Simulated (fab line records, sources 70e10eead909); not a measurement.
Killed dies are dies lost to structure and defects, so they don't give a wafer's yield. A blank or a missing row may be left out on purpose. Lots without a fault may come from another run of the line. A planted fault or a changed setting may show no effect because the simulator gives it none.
Chamber matching | flow nand_harc | NHARC_A_STAIRCASE_DESCUM_219 on rie_diel-04: 4 sister chambers
The step chemistry O2, time 3 s. 7 wafers are shown with their chamber, then 9 later ones without.

WAFERS WITH THEIR CHAMBER
wafer  | chamber | drypump_motor_current_A (A) | showerhead_plenum_p_Torr (Torr)
L080.4 | 3       | 6.0                         | 2.03
L081.3 | 1       | 6.0                         | 2.07
L085.5 | 2       | 6.3                         | 2.06
L085.6 | 1       | 6.0                         | 2.06
L089.3 | 0       | 5.3                         | 1.86
L089.4 | 3       | 6.1                         | 2.02
L089.5 | 2       | 6.3                         | 2.06

WAFERS WITHOUT THEIR CHAMBER
wafer  | drypump_motor_current_A (A) | showerhead_plenum_p_Torr (Torr)
L091.1 | 5.3                         | 1.86
L091.4 | 6.1                         | 2.06
L091.6 | 6.0                         | 2.02
L092.3 | 6.3                         | 2.06
L092.4 | 5.3                         | 1.86
L092.5 | 6.0                         | 2.02
L096.1 | 5.3                         | 1.86
L096.4 | 6.0                         | 2.05
L096.5 | 6.0                         | 2.05

WHICH CHAMBER EACH WENT THROUGH
wafer  | from the rows above     | in truth
L091.1 | 0                       | 0
L091.4 | 1                       | 1
L091.6 | 3                       | 3
L092.3 | 2                       | 2
L092.4 | 0                       | 0
L092.5 | 3                       | 3
L096.1 | 0                       | 0
L096.4 | can't be placed: 1 or 3 | 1
L096.5 | can't be placed: 1 or 3 | 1
Placed correctly: 7 of 9. Can't be placed from these rows: 2 (the true chamber is among the candidates in 2). Placed wrongly: 0.
How it was worked out, from the rows above alone: a wafer's distance from a chamber is the root of the sum, over the readings, of the square of ((its reading less the chamber's mean) divided by the reading's scatter). The wafer belongs to the nearest chamber; if the next one is less than 2 further off, it can't be placed. A chamber's mean is the mean of its shown wafers. The scatter: the root of (the sum of the squares of (reading less its chamber's mean) over the shown wafers, divided by (wafers less chambers)).
